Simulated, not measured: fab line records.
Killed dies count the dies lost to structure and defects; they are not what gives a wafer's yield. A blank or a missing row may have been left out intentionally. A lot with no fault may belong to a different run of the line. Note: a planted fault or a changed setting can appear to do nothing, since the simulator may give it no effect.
fab line records	flow n5Finfet
record lots=6	wafers=18	lastDay=16
route steps=1938 shown BEOL_M8@1396 BEOL_M9@1401
lots that met no fault: from a run of the same line without faults
startH: hours from the record's opening day to when the first of the lot's shown wafers began	waitH: hours from the lot's prior step to this one	" the same as in the row above	L1.1+2: a single row standing in for several wafers	- no value, or no start was given	* or withheld: withheld	< > ~ a bound
route shown NAME@n: a module of which the file shows steps, and the number in the route of the first	usual: mean/standard deviation taken from wafers without a fault	same: alike in all rows	chamber/n: place in a boat	sites: each site's reading	_std_site: the standard deviation of these	_edge_site: inner sites' mean taken away from outer sites' mean	radiusMm: for every site, how far away it sits from the centre of the wafer	mask NAME#n: copy n	behind: the tool/chamber that last shaped the wafer	hold: cause of the lot's hold/its duration in hours/its outcome	device: the transistor (n, p or np) that didn't switch	end of line: the same wafers' tests at the end of the route	step lacking rows: just its recipe	killed: the dies lost at the first sort to structure and to defects; this is not the yield of the wafer	map: the dies of a wafer, with x for killed, . for not killed, _ for no die there
set.NAME: the setting the step ran with; set.NAME@STEP: the setting that earlier step ran with	model.NAME: the simulator's own value behind a step, which no gauge read
a table for each step, a row for each wafer; lots at some steps of the route
services: when a tool's chamber went out of use (startH, in hours from the record's first day, below 0 if earlier), for how many hours, and the reason
## steps
# step N5_BEOL_M8_THK_MEAS_53
# recipe thkMeasGauge=xrf	reads=Cu_of_BEOL_M8_ECD_50
# usual M8_THK=81.1/1.9
lot.wafer	tool	chamber	startH	waitH	M8_THK[nm]
L245.1	filmMetro-02	-	212.00	-	83.3
L245.3	"	-	"	"	84.4
L245.6	"	-	"	"	85.8
L248.1	filmMetro-02	-	221.27	-	81.0
L248.4	"	-	"	"	81.6
L248.5	"	-	"	"	82.1
L252.1	filmMetro-02	-	236.99	-	82.6
L252.5	"	-	"	"	83.0
L252.6	"	-	"	"	84.8
L257.2	filmMetro-01	-	286.69	-	82.4
L257.5	"	-	"	"	82.7
L257.6	"	-	"	"	80.9
L261.1	filmMetro-02	-	299.15	-	80.7
L261.2	"	-	"	"	83.6
L261.5	"	-	"	"	83.0
L266.1	filmMetro-01	-	330.38	-	78.4
L266.4	"	-	"	"	80.8
L266.6	"	-	"	"	79.9
# step N5_BEOL_M8_PRE_CLEAN_55
# recipe gas=NH3	timeS=15	tempC=withheld	rfPowerW=300
# step N5_BEOL_M8_DEP_56
# recipe material=SiCN	targetThkA=100	tempC=withheld	precursor=3MS/NH3	pressureTorr=3	rfW=202	timeS=17.5
# usual showerheadPlenumPTorr=3.657/0.015	throttleValvePct=9.2/0.5
lot.wafer	tool	chamber	startH	waitH	showerheadPlenumPTorr	throttleValvePct
L245.1	pecvd-01	1	212.07	0.0	3.619	10.0
L245.3	"	0	"	"	3.655	9.1
L245.6	"	0	"	"	3.647	8.9
L248.1	pecvd-04	0	221.33	0.0	3.676	9.1
L248.4	"	2	"	"	3.655	8.7
L248.5	"	0	"	"	3.673	9.3
L252.1	pecvd-04	1	237.05	0.0	3.667	9.3
L252.5	"	2	"	"	3.649	8.5
L252.6	"	1	"	"	3.672	9.3
L257.2	pecvd-01	2	286.75	0.0	3.649	8.9
L257.5	"	0	"	"	3.653	8.7
L257.6	"	1	"	"	3.633	10.1
L261.1	pecvd-02	0	299.22	0.0	3.669	9.8
L261.2	"	2	"	"	3.662	8.8
L261.5	"	0	"	"	3.668	10.2
L266.1	pecvd-02	0	330.44	0.0	3.676	9.8
L266.4	"	2	"	"	3.667	8.7
L266.6	"	0	"	"	3.665	9.5
# step N5_BEOL_M8_RS_MEAS_57
# recipe thkMeasGauge=four-point-probe	reads=Cu_of_BEOL_M8_ECD_50+Co_of_BEOL_M8_CVD_78+TaN_of_BEOL_M8_ALD_77
# usual M8_RS=0.280/0.0078
lot.wafer	tool	chamber	startH	waitH	M8_RS[ohm/sq]
L245.1	filmMetro-02	-	212.16	0.1	0.274
L245.3	"	-	"	"	0.271
L245.6	"	-	"	"	0.265
L248.1	filmMetro-02	-	221.40	0.1	0.284
L248.4	"	-	"	"	0.282
L248.5	"	-	"	"	0.279
L252.1	filmMetro-02	-	237.12	0.1	0.274
L252.5	"	-	"	"	0.274
L252.6	"	-	"	"	0.266
L257.2	filmMetro-01	-	286.82	0.1	0.274
L257.5	"	-	"	"	0.272
L257.6	"	-	"	"	0.279
L261.1	filmMetro-02	-	299.31	0.1	0.283
L261.2	"	-	"	"	0.273
L261.5	"	-	"	"	0.275
L266.1	filmMetro-02	-	330.51	0.1	0.293
L266.4	"	-	"	"	0.282
L266.6	"	-	"	"	0.285
# step N5_BEOL_M8_INSPECT_58
# recipe inspectInstrument=darkfield	mode=postDep
# usual rawDefectCount=75/27
lot.wafer	tool	chamber	startH	waitH	rawDefectCount
L245.1	defectInspect-01	-	212.19	0.0	45
L245.3	"	-	"	"	51
L245.6	"	-	"	"	44
L248.1	defectInspect-01	-	221.43	0.0	48
L248.4	"	-	"	"	65
L248.5	"	-	"	"	59
L252.1	defectInspect-02	-	237.15	0.0	127
L252.5	"	-	"	"	140
L252.6	"	-	"	"	45
L257.2	defectInspect-02	-	286.84	0.0	79
L257.5	"	-	"	"	67
L257.6	"	-	"	"	30
L261.1	defectInspect-01	-	299.33	0.0	32
L261.2	"	-	"	"	42
L261.5	"	-	"	"	40
L266.1	defectInspect-02	-	330.54	0.0	74
L266.4	"	-	"	"	56
L266.6	"	-	"	"	77
# step N5_BEOL_M9_ILD_DEP_00
# recipe material=SiCOH_lowk	targetThkA=3085.1	tempC=300	precursor=DEMS/porogen	pressureTorr=5	rfW=500	timeS=58
# step N5_BEOL_M9_CURE_71
# recipe tempC=385	timeS=240	ambient=He/Ar	material=SiCOH_lowk
# step N5_BEOL_M9_THK_MEAS_01
# recipe reads=SiCOH_lowk_of_BEOL_M9_ILD_DEP_00
# usual M9_ILD_THK=269/3.6
lot.wafer	tool	chamber	startH	waitH	M9_ILD_THK[nm]
L245.1	filmMetro-02	-	212.81	0.4	272
L245.3	"	-	"	"	268
L245.6	"	-	"	"	273
L248.1	filmMetro-01	-	222.64	0.4	267
L248.4	"	-	"	"	272
L248.5	"	-	"	"	270
L252.1	filmMetro-02	-	237.78	0.4	262
L252.5	"	-	"	"	272
L252.6	"	-	"	"	272
L257.2	filmMetro-01	-	287.47	0.4	267
L257.5	"	-	"	"	270
L257.6	"	-	"	"	268
L261.1	filmMetro-02	-	300.31	0.4	264
L261.2	"	-	"	"	269
L261.5	"	-	"	"	269
L266.1	filmMetro-01	-	331.18	0.4	263
L266.4	"	-	"	"	265
L266.6	"	-	"	"	269
# step N5_BEOL_M9_PECVD_70
# recipe material=SiO2	targetThkA=200	tempC=400	precursor=TEOS/O2	pressureTorr=5.5	rfW=450	teosFlowSccm=53.8	gas=O2	flowSccm=3000	timeS=22.7
# usual heaterPowerW=713/75	showerheadPlenumPTorr=8.72/0.076	throttleValvePct=22.4/1.4
lot.wafer	tool	chamber	startH	waitH	heaterPowerW	showerheadPlenumPTorr	throttleValvePct
L245.1	pecvd-01	0	212.85	0.0	840	8.74	21.6
L245.3	"	1	"	"	640	8.61	24.9
L245.6	"	1	"	"	632	8.61	24.7
L248.1	pecvd-04	2	222.68	0.0	794	8.69	21.5
L248.4	"	1	"	"	603	8.83	22.8
L248.5	"	2	"	"	805	8.69	21.5
L252.1	pecvd-01	1	237.81	0.0	654	8.59	24.7
L252.5	"	2	"	"	668	8.69	21.6
L252.6	"	1	"	"	642	8.61	25.1
L257.2	pecvd-03	1	287.51	0.0	791	8.77	21.5
L257.5	"	1	"	"	806	8.79	21.8
L257.6	"	2	"	"	749	8.80	20.8
L261.1	pecvd-04	2	300.35	0.0	767	8.71	21.4
L261.2	"	0	"	"	810	8.83	22.6
L261.5	"	1	"	"	751	8.84	22.8
L266.1	pecvd-01	1	331.22	0.0	680	8.59	24.9
L266.4	"	1	"	"	658	8.58	25.0
L266.6	"	2	"	"	697	8.69	22.1
# step N5_BEOL_M9_HM_DEP_02
# recipe material=TiN	targetThkA=200	tempC=25	chamberPressurePa=0.49996
# usual throttleValvePct=30.1/1.5
lot.wafer	tool	chamber	startH	waitH	throttleValvePct
L245.1	pvdSputter-03	-	214.85	2.0	31.5
L245.3	"	-	"	"	30.1
L245.6	"	-	"	"	29.8
L248.1	pvdSputter-01	-	224.21	1.5	30.7
L248.4	"	-	"	"	28.4
L248.5	"	-	"	"	31.0
L252.1	pvdSputter-02	-	238.59	0.8	31.6
L252.5	"	-	"	"	30.2
L252.6	"	-	"	"	27.9
L257.2	pvdSputter-03	-	288.44	0.9	29.7
L257.5	"	-	"	"	29.7
L257.6	"	-	"	"	31.9
L261.1	pvdSputter-02	-	304.54	4.2	27.8
L261.2	"	-	"	"	30.3
L261.5	"	-	"	"	32.1
L266.1	pvdSputter-02	-	331.49	0.3	32.0
L266.4	"	-	"	"	31.7
L266.6	"	-	"	"	32.3
# step N5_BEOL_M9_COAT_59
# recipe resist=SOC	tempC=250	timeS=60	spinRpm=1500	resistThkNm=100
# step N5_BEOL_M9_COAT_60
# recipe resist=SiARC	tempC=220	timeS=60	spinRpm=1500	resistThkNm=30
# step N5_BEOL_M9_COAT_05
# recipe resist=CAR-ArF	spinRpm=1500	resistThkNm=90
# usual spinSpeedRpm=1500.1/1.1
lot.wafer	tool	chamber	startH	waitH	spinSpeedRpm	model.CAR-ArF_of_BEOL_M9_COAT_05.thkNm
L245.1	lithoTrack-04	0	214.98	-	1501.4	90.2
L245.3	"	0	"	"	1500.4	90
L245.6	"	0	"	"	1502.0	90.4
L248.1	lithoTrack-01	0	224.35	-	1500.7	90.2
L248.4	"	0	"	"	1500.1	90.8
L248.5	"	0	"	"	1501.0	90.6
L252.1	lithoTrack-03	0	238.72	-	1499.1	90.2
L252.5	"	0	"	"	1499.8	90
L252.6	"	0	"	"	1500.1	90
L257.2	lithoTrack-03	0	288.57	-	1562.9	88.6
L257.5	"	0	"	"	1559.8	88.4
L257.6	"	0	"	"	1562.4	88.4
L261.1	lithoTrack-03	0	304.67	-	1560.8	88.4
L261.2	"	0	"	"	1564.2	88.6
L261.5	"	0	"	"	1561.9	89
L266.1	lithoTrack-01	0	331.63	-	1500.8	90.2
L266.4	"	0	"	"	1500.4	90.2
L266.6	"	0	"	"	1501.1	90.2
# step N5_BEOL_M9_EBR_07
# recipe solvent=PGMEA	ebrWidthMm=1.5
# step N5_BEOL_M9_SOFTBAKE_06
# recipe tempC=110	timeS=60	resist=CAR-ArF
# step N5_BEOL_M9_EXPOSE_08
# recipe maskId=M9	na=1.35	sourceShape=dipole	sigmaInner=0.411	sigmaOuter=0.611	polarization=te	doseMj=53.75
# step N5_BEOL_M9_PEB_09
# recipe pebTempC=withheld	pebTimeS=60	resist=CAR-ArF
# step N5_BEOL_M9_DEVELOP_10
# recipe developTimeS=30	developer=TMAH	resist=CAR-ArF	rinseLiquid=diw	dry=airSpin	devTempC=23
# step N5_BEOL_M9_CD_MEAS_11
# recipe targetCdNm=64.1	landingEnergyEv=500	detector=seInlens	polarity=opening
# usual cdNm=63.8/0.63
lot.wafer	tool	chamber	startH	waitH	cdNm
L245.1	cdSem-02	0	215.34	-	63.5
L245.3	"	0	"	"	63.6
L245.6	"	0	"	"	64.7
L248.1	cdSem-01	0	224.58	-	63.9
L248.4	"	0	"	"	64.3
L248.5	"	0	"	"	63.8
L252.1	cdSem-03	0	239.09	-	63.5
L252.5	"	0	"	"	63.6
L252.6	"	0	"	"	64.0
L257.2	cdSem-03	0	288.94	-	64.0
L257.5	"	0	"	"	64.6
L257.6	"	0	"	"	64.4
L261.1	cdSem-01	0	304.91	-	64.5
L261.2	"	0	"	"	64.1
L261.5	"	0	"	"	64.4
L266.1	cdSem-01	0	331.87	-	63.9
L266.4	"	0	"	"	64.4
L266.6	"	0	"	"	64.1
# step N5_BEOL_M9_OVL_MEAS_12
# recipe pointsPerWafer=44
# usual M9_OVL=-0.4/0.67
# same pointsPerWafer=44
lot.wafer	tool	chamber	startH	waitH	M9_OVL[nm]
L245.1	overlay-01	0	215.37	0.0	-0.9
L245.3	"	0	"	"	-0.8
L245.6	"	0	"	"	-1.3
L248.1	overlay-02	0	224.62	0.0	0.6
L248.4	"	0	"	"	-0.7
L248.5	"	0	"	"	1.0
L252.1	overlay-02	0	239.12	0.0	0.6
L252.5	"	0	"	"	-0.3
L252.6	"	0	"	"	-0.5
L257.2	overlay-02	0	288.97	0.0	-0.5
L257.5	"	0	"	"	0.6
L257.6	"	0	"	"	0.4
L261.1	overlay-02	0	304.94	0.0	0.3
L261.2	"	0	"	"	-1.1
L261.5	"	0	"	"	-0.1
L266.1	overlay-02	0	331.90	0.0	-0.7
L266.4	"	0	"	"	-1.6
L266.6	"	0	"	"	-1.3
# step N5_BEOL_M9_INSPECT_13
# recipe mode=adi	inspectInstrument=brightfield
# usual rawDefectCount=396/97
lot.wafer	tool	chamber	startH	waitH	rawDefectCount
L245.1	defectInspect-02	-	215.40	0.0	328
L245.3	"	-	"	"	306
L245.6	"	-	"	"	297
L248.1	defectInspect-01	-	224.64	0.0	261
L248.4	"	-	"	"	354
L248.5	"	-	"	"	314
L252.1	defectInspect-01	-	239.14	0.0	519
L252.5	"	-	"	"	565
L252.6	"	-	"	"	336
L257.2	defectInspect-02	-	288.99	0.0	495
L257.5	"	-	"	"	449
L257.6	"	-	"	"	363
L261.1	defectInspect-02	-	304.96	0.0	298
L261.2	"	-	"	"	301
L261.5	"	-	"	"	336
L266.1	defectInspect-02	-	331.92	0.0	370
L266.4	"	-	"	"	431
L266.6	"	-	"	"	511
# step N5_BEOL_M9_DESCUM_16
# recipe chemistry=O2	timeS=7.9	sourcePowerW=50	biasPowerW=20	pressureMtorr=20	rfFrequencyHz=2.712e+07	tempC=40	resist=CAR-ArF	o2FlowSccm=225
# usual drypumpMotorCurrentA=5.8/0.4	oesProductAu=0.78/0.056	rfVppV=243.4/1.5	showerheadPlenumPTorr=2.11/0.089	throttleValvePct=20.48/0.28
lot.wafer	tool	chamber	startH	waitH	drypumpMotorCurrentA	oesProductAu	rfHoursCounterH	rfVppV	showerheadPlenumPTorr	throttleValvePct
L245.1	rieDiel-04	1	215.53	0.1	5.5	0.71	220	242.6	2.05	20.35
L245.3	"	3	"	"	6.0	0.88	33	244.5	2.13	20.50
L245.6	"	0	"	"	5.6	0.91	-	243.5	2.06	20.19
L248.1	rieDiel-02	2	224.84	0.2	6.5	0.78	95	241.2	2.03	20.90
L248.4	"	1	"	"	5.6	0.88	59	245.2	2.24	20.30
L248.5	"	3	"	"	5.9	0.81	-	245.6	2.22	20.03
L252.1	rieDiel-04	2	239.29	0.1	5.3	0.80	110	239.9	2.01	20.50
L252.5	"	3	"	"	6.0	0.87	-	243.5	2.13	20.51
L252.6	"	2	"	"	5.4	0.80	-	241.2	2.01	20.51
L257.2	rieDiel-02	3	289.09	0.1	5.8	0.79	97	243.8	2.22	20.05
L257.5	"	3	"	"	5.9	0.80	-	244.0	2.22	20.03
L257.6	"	2	"	"	6.5	0.75	-	243.5	2.02	20.93
L261.1	rieDiel-04	1	305.00	0.0	5.5	0.68	246	243.1	2.04	20.39
L261.2	"	0	"	"	5.7	0.86	51	243.5	2.05	20.22
L261.5	"	1	"	"	5.5	0.69	-	241.9	2.04	20.39
L266.1	rieDiel-02	3	332.00	0.1	5.9	0.79	111	244.5	2.21	20.08
L266.4	"	2	"	"	6.5	0.75	132	241.3	2.02	20.94
L266.6	"	1	"	"	5.7	0.83	-	245.3	2.23	20.37
# step N5_BEOL_M9_ETCH_61
# recipe chemistry=CF4	target=SiARC	targetDepthA=390	maskMaterial=CAR-ArF	timeS=65	ionEnergyEv=80	pressureMtorr=40	sourceW=545	biasW=36	Ar_flow_sccm=100	cf4FlowSccm=100	ends=cleared
# usual drypumpMotorCurrentA=5.8/0.4	etchRfOnTimeS=65.1/1.4	oesProductAu=0.67/0.051	rfVppV=184.2/1.3	showerheadPlenumPTorr=2.15/0.085	throttleValvePct=15.59/0.25
lot.wafer	tool	chamber	startH	waitH	drypumpMotorCurrentA	etchRfOnTimeS	oesProductAu	rfHoursCounterH	rfVppV	showerheadPlenumPTorr	throttleValvePct	model.CAR-ArF_of_BEOL_M9_COAT_05.thkNm
L245.1	rieDiel-04	1	215.56	0.0	5.5	65.8	0.59	220	183.7	2.13	15.79	55.6
L245.3	"	3	"	"	6.0	62.7	0.77	33	184.9	2.18	15.63	55.2
L245.6	"	0	"	"	5.6	65.3	0.78	-	182.4	2.09	15.22	55.8
L248.1	rieDiel-02	2	224.87	0.0	6.5	66.2	0.66	95	182.5	2.06	15.86	56
L248.4	"	1	"	"	5.6	64.5	0.74	59	185.8	2.26	15.28	56.4
L248.5	"	3	"	"	5.9	64.2	0.70	-	186.4	2.27	15.25	56.2
L252.1	rieDiel-04	2	239.32	0.0	5.4	63.8	0.70	110	184.1	2.06	15.69	55.4
L252.5	"	3	"	"	6.0	63.0	0.76	-	183.8	2.18	15.62	55.2
L252.6	"	2	"	"	5.3	64.0	0.69	-	182.8	2.06	15.70	55.2
L257.2	rieDiel-02	3	289.13	0.0	5.9	64.1	0.70	97	185.7	2.27	15.27	54
L257.5	"	3	"	"	5.9	64.3	0.69	-	185.2	2.27	15.27	53.8
L257.6	"	2	"	"	6.5	65.9	0.65	-	184.3	2.06	15.93	53.8
L261.1	rieDiel-04	1	305.03	0.0	5.5	66.1	0.58	246	183.5	2.12	15.82	54
L261.2	"	0	"	"	5.6	65.4	0.73	51	182.6	2.08	15.28	54
L261.5	"	1	"	"	5.5	65.6	0.58	-	183.0	2.12	15.82	54.6
L266.1	rieDiel-02	3	332.03	0.0	5.9	64.4	0.68	111	184.4	2.26	15.29	55.6
L266.4	"	2	"	"	6.5	66.5	0.64	132	183.7	2.05	15.96	55.6
L266.6	"	1	"	"	5.7	65.2	0.70	-	186.2	2.25	15.36	55.8
# step N5_BEOL_M9_ETCH_62
# recipe chemistry=N2/H2	target=SOC	targetDepthA=1100	overetchA=220	maskMaterial=SiARC	tempC=40	timeS=165	ionEnergyEv=200	pressureMtorr=30	sourceW=840	biasW=150	n2FlowSccm=200	h2FlowSccm=200
# usual drypumpMotorCurrentA=5.8/0.41	oesProductAu=0.67/0.047	rfVppV=524.2/2.9	showerheadPlenumPTorr=2.56/0.1	throttleValvePct=17.80/0.27
lot.wafer	tool	chamber	startH	waitH	drypumpMotorCurrentA	oesProductAu	rfHoursCounterH	rfVppV	showerheadPlenumPTorr	throttleValvePct
L245.1	rieDiel-04	1	215.61	0.0	5.6	0.59	220	522.5	2.49	17.78
L245.3	"	3	"	"	6.0	0.75	33	525.3	2.57	17.84
L245.6	"	0	"	"	5.6	0.77	-	522.9	2.49	17.47
L248.1	rieDiel-02	2	224.92	0.0	6.5	0.66	95	519.6	2.46	18.18
L248.4	"	1	"	"	5.6	0.74	59	527.3	2.71	17.71
L248.5	"	3	"	"	5.9	0.69	-	525.9	2.67	17.26
L252.1	rieDiel-04	2	239.37	0.0	5.4	0.68	110	521.2	2.44	17.94
L252.5	"	3	"	"	6.0	0.73	-	524.6	2.57	17.84
L252.6	"	2	"	"	5.3	0.69	-	522.0	2.44	17.94
L257.2	rieDiel-02	3	289.18	0.0	5.9	0.68	97	527.6	2.67	17.28
L257.5	"	3	"	"	5.9	0.68	-	527.4	2.67	17.27
L257.6	"	2	"	"	6.5	0.65	-	520.7	2.45	18.22
L261.1	rieDiel-04	1	305.08	0.0	5.5	0.58	246	523.3	2.48	17.86
L261.2	"	0	"	"	5.7	0.73	51	522.1	2.48	17.50
L261.5	"	1	"	"	5.5	0.58	-	523.4	2.48	17.83
L266.1	rieDiel-02	3	332.08	0.0	5.9	0.67	111	527.4	2.66	17.29
L266.4	"	2	"	"	6.5	0.64	132	521.3	2.45	18.25
L266.6	"	1	"	"	5.7	0.70	-	527.8	2.69	17.79
## services
tool	chamber	startH	hours	kind
pecvd-01	2	202.38	-	clean
pecvd-01	2	202.38	-	consumableReplace:showerhead
pecvd-01	2	202.38	29.0	scheduledDown
pecvd-01	2	202.38	29.0	ventCycle
pecvd-03	2	214.79	5.7	repair
pecvd-01	0	232.98	16.5	scheduledDown
rieDiel-02	3	240.22	32.8	repair
pecvd-02	-	245.16	1.7	repair
rieDiel-04	1	279.44	3.4	repair
pecvd-03	-	291.16	6.0	pm
rieDiel-04	2	293.66	8.2	repair
pecvd-02	1	295.01	5.5	scheduledDown
pecvd-01	0	297.92	5.5	scheduledDown
pecvd-03	0	297.99	2.1	scheduledDown
pecvd-04	-	298.18	0.4	repair
pecvd-04	0	299.97	-	calibration
pecvd-04	-	310.59	0.5	repair
rieDiel-04	1	317.63	-	clean
rieDiel-04	1	317.63	-	consumableReplace:focusRing
rieDiel-04	1	317.63	25.8	scheduledDown
rieDiel-04	1	317.63	25.8	ventCycle
pecvd-04	-	318.37	0.7	repair
pecvd-04	-	330.29	1.7	repair
## key
firstSign step=N5_BEOL_M9_COAT_05	reading=spinSpeedRpm	direction=up	sigmas=55	usual=*	struck=*
effect none on later readings
modelEffect step=N5_BEOL_M9_COAT_05	value=CAR-ArF_of_BEOL_M9_COAT_05.thkNm	without=90.37	struck=88.57
modelEffect step=N5_BEOL_M9_ETCH_61	value=CAR-ArF_of_BEOL_M9_COAT_05.thkNm	without=55.83	struck=54.03
metAt N5_BEOL_M9_COAT_05
struckWafers L257.2,L257.5,L257.6,L261.1,L261.2,L261.5
onsetBetween 238.72 288.57
fault kind=processParameterDrift	tool=lithoTrack-03	chamber=-	onsetH=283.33	steps=N5_BEOL_M9_COAT_05	channel=spinRpm	offset=*	shape=step	endH=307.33	actsIn=*	stated=*
